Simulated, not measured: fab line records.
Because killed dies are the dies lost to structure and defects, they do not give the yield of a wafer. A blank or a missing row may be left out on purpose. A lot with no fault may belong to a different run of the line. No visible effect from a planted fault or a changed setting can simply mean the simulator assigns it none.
Matching of chambers    flow n5Finfet    4 sister chambers for N5_BEOL_M10_ETCH_62 on rieDiel-06
The step etches SOC in N2/H2, target depth 110 nm, overetch 22 nm, time 165 s. 8 wafers are shown with their chamber, then 7 later ones without.

## EACH WAFER AND ITS CHAMBER
wafer   chamber  drypumpMotorCurrentA (A)  showerheadPlenumPTorr (Torr)
L075.2  0        5.4                       2.39
L083.4  1        6.5                       2.58
L083.5  0        5.4                       2.38
L085.1  2        6.4                       2.56
L085.2  3        5.7                       2.59
L085.6  2        6.4                       2.56
L087.2  1        6.4                       2.57
L087.3  3        5.7                       2.58

## WAFERS WITHOUT THEIR CHAMBER
wafer   drypumpMotorCurrentA (A)  showerheadPlenumPTorr (Torr)
L087.6  6.4                       2.56
L095.1  6.4                       2.56
L095.2  5.4                       2.69
L095.4  5.7                       2.58
L097.2  6.4                       2.56
L097.4  5.3                       2.69
L097.5  6.4                       2.56

## WHICH CHAMBER EACH ONE RAN IN
wafer    from the rows above   in truth
L087.6   2                     2
L095.1   2                     2
L095.2   3                     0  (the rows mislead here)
L095.4   3                     3
L097.2   2                     2
L097.4   3                     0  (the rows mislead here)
L097.5   2                     2
Correctly placed: 5 of 7. Left unplaced by these rows: 0. Number placed wrongly: 2.
How it was worked out, from the rows above alone: a wafer's distance from a chamber is the root of the sum, over the readings, of the square of ((its reading less the chamber's mean) divided by the reading's scatter). If the next closest chamber is less than 2 further off than the closest, the wafer can't be placed; otherwise it belongs to the closest. The mean given for a chamber averages the wafers shown for that chamber. The scatter: the root of (the sum of the squares of (reading less its chamber's mean) over the shown wafers, divided by (wafers less chambers)).
